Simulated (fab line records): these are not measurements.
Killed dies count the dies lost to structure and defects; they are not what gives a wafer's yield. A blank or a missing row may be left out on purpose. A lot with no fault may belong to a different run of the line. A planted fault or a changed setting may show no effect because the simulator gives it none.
A lot that was struck, set against a sound lot ; flow n5-finfet ; 41 out of 1938 route steps
Sound: the wafers L144.1, L144.3, L144.6. Struck: wafers L158.2, L158.3, L158.4. The cause comes at the end.
Order at every step that has rows: each side's tool, ch and its chambers, its first start. Under that, the readings that differ: sound wafers ; struck wafers ; difference of the means ; sigmas: that difference in standard deviations of wafers without a fault.
alike: a reading whose means differ by less than 2 such deviations, as well as words and numbers matching on both sides. not compared: withheld readings; readings where some wafer has no value; bounds like >300 that might hide an equal value; numbers whose values overlap and for which the record gives no deviation.
A row with sigmas, a row that says differs or no value, or rows on one side alone: a step with any of these is where the two part. When numbers do not overlap yet have no deviation, they are printed without sigmas and do not part them. A reading that every wafer of one side lacks parts them only if that side has two wafers or more.

first, 1 step without rows for these wafers: N5_BEOL_M1_STRIP_97 (strips in N2/H2, time 10 s).
N5_BEOL_M1_OCD_MEAS_38:
  sound on ocd-01, day 6 11:45; struck on ocd-02, day 10 01:54
  alike: trench-depth-nm
then, 4 steps without rows for these wafers: N5_BEOL_M1_HM_STRIP_39 (strips TiN in peroxide tin strip, target depth 25 nm, time 158 s); N5_BEOL_M1_SRD_40 (time 30 s); N5_BEOL_M1_PRECLEAN_42 (cleans in residue remover, time 60 s); N5_BEOL_M1_SRD_43 (time 30 s).
N5_BEOL_M1_CD_MEAS_35: target cd 18 nm, target cd y 21 nm.
  sound on cd-sem-02, day 6 11:55; struck on cd-sem-02, day 10 02:03
  alike: cd-nm
then, 5 steps without rows for these wafers: N5_BEOL_M1_DEGAS_44 (time 60 s); N5_BEOL_M1_PRE_CLEAN_45 (time 30 s); N5_BEOL_M1_ALD_84 (deposits TaN, pulse time 2 s, purge time 3 s, co reactant purge time 2 s); N5_BEOL_M1_SURFACE_TREAT_85; N5_BEOL_M1_CVD_47 (deposits Co from CCTBA/H2, target thk 3 nm, time 223.8 s).
N5_BEOL_M1_SPUTTER_48: material Cu, target thk 4.5 nm, time 8.29 s.
  sound on pvd-sputter-02, day 6 12:53; struck on pvd-sputter-02, day 10 03:22
  alike: throttle-valve-pct
N5_BEOL_M1_ANNEAL_49: time 240 s.
  sound on pvd-sputter-02, day 6 12:58; struck on pvd-sputter-02, day 10 03:26
  alike: heater-power-w
then, 2 steps without rows for these wafers: N5_BEOL_M1_SPUTTER_79 (material Cu, target thk 4.5 nm, time 8.29 s); N5_BEOL_M1_ANNEAL_80 (time 240 s).
N5_BEOL_M1_SPUTTER_81: material Cu, target thk 4.5 nm, time 8.29 s.
  sound on pvd-sputter-02, day 6 13:20; struck on pvd-sputter-02, day 10 03:48
  alike: throttle-valve-pct
then, 1 step without rows for these wafers: N5_BEOL_M1_ANNEAL_82 (time 240 s).
N5_BEOL_M1_SPUTTER_86: material Cu, target thk 4.5 nm, time 8.29 s.
  sound on pvd-sputter-02, day 6 13:33; struck on pvd-sputter-02, day 10 04:01
  alike: throttle-valve-pct
then, 3 steps without rows for these wafers: N5_BEOL_M1_ANNEAL_87 (time 240 s); N5_BEOL_M1_SPUTTER_88 (material Cu, target thk 4.5 nm, time 8.29 s); N5_BEOL_M1_ANNEAL_89 (time 240 s).
N5_BEOL_M1_SPUTTER_90: material Cu, target thk 4.5 nm, time 8.29 s.
  sound on pvd-sputter-02, day 6 13:59; struck on pvd-sputter-02, day 10 04:28
  alike: throttle-valve-pct
then, 13 steps without rows for these wafers: N5_BEOL_M1_ANNEAL_91 (time 240 s); N5_BEOL_M1_SPUTTER_92 (material Cu, target thk 4.5 nm, time 8.29 s); N5_BEOL_M1_ANNEAL_93 (time 240 s); N5_BEOL_M1_SPUTTER_94 (material Cu, target thk 4.5 nm, time 8.29 s); N5_BEOL_M1_ANNEAL_95 (time 240 s); N5_BEOL_M1_SPUTTER_96 (material Cu, target thk 4.5 nm, time 8.29 s); N5_BEOL_M1_ECD_50 (material Cu, target thk 300 nm); N5_BEOL_M1_ANNEAL_51 (time 90 s); N5_BEOL_M1_CMP_52 (polishes, stops on SiOC, t overpolish 6.8 s, target thk 40 nm); N5_BEOL_M1_PRE_CLEAN_60 (time 15 s); N5_BEOL_M1_CO_CAP_55 (material Co, precursor CCTBA/H2, target thk 2 nm, time 102.1 s); N5_BEOL_M1_PRE_CLEAN_56 (time 15 s); N5_BEOL_M1_DEP_57 (deposits SiCN from 3MS/NH3, target thk 8 nm, time 14 s).
N5_BEOL_M1_RS_MEAS_58: uses a four-point probe to measure.
  sound on film-metro-02, day 6 15:53; struck on film-metro-01, day 10 06:10
  alike: M1_RS
then, 1 step without rows for these wafers: N5_BEOL_M2_ILD_DEP_00 (deposits SiOC from DEMS/O2, target thk 79 nm, time 15.3 s).
N5_BEOL_M2_THK_MEAS_01:
  sound on film-metro-01, day 6 16:01; struck on film-metro-01, day 10 06:19
  alike: M2_ILD_THK
N5_BEOL_M2_PECVD_72: deposits SiO2 from TEOS/O2, target thk 16 nm, time 18 s.
  sound on pecvd-02 ch 0,2, day 6 16:03; struck on pecvd-04 ch 1,2, day 10 06:21
reading;sound;struck;difference;sigmas
heater-power-outer-w (W);490 297 291;480 506 497;+135;+2
  alike: heater-power-w, showerhead-plenum-p-Torr, throttle-valve-pct
-- here the record skips 6 days between the struck wafers' starts before and after, leaving off in module BEOL_M2 and picking up in module PASSIVATION (first step shown: number 1936 of the route) --
N5_PASSIVATION_PROBE_49:
  record: rows for the struck wafers here (prober-01, day 16 02:10), none for the sound ones

== WHERE THEY PART ==
First at N5_BEOL_M2_PECVD_72; last, within this record, at N5_PASSIVATION_PROBE_49.

WHY: what the simulator had put in
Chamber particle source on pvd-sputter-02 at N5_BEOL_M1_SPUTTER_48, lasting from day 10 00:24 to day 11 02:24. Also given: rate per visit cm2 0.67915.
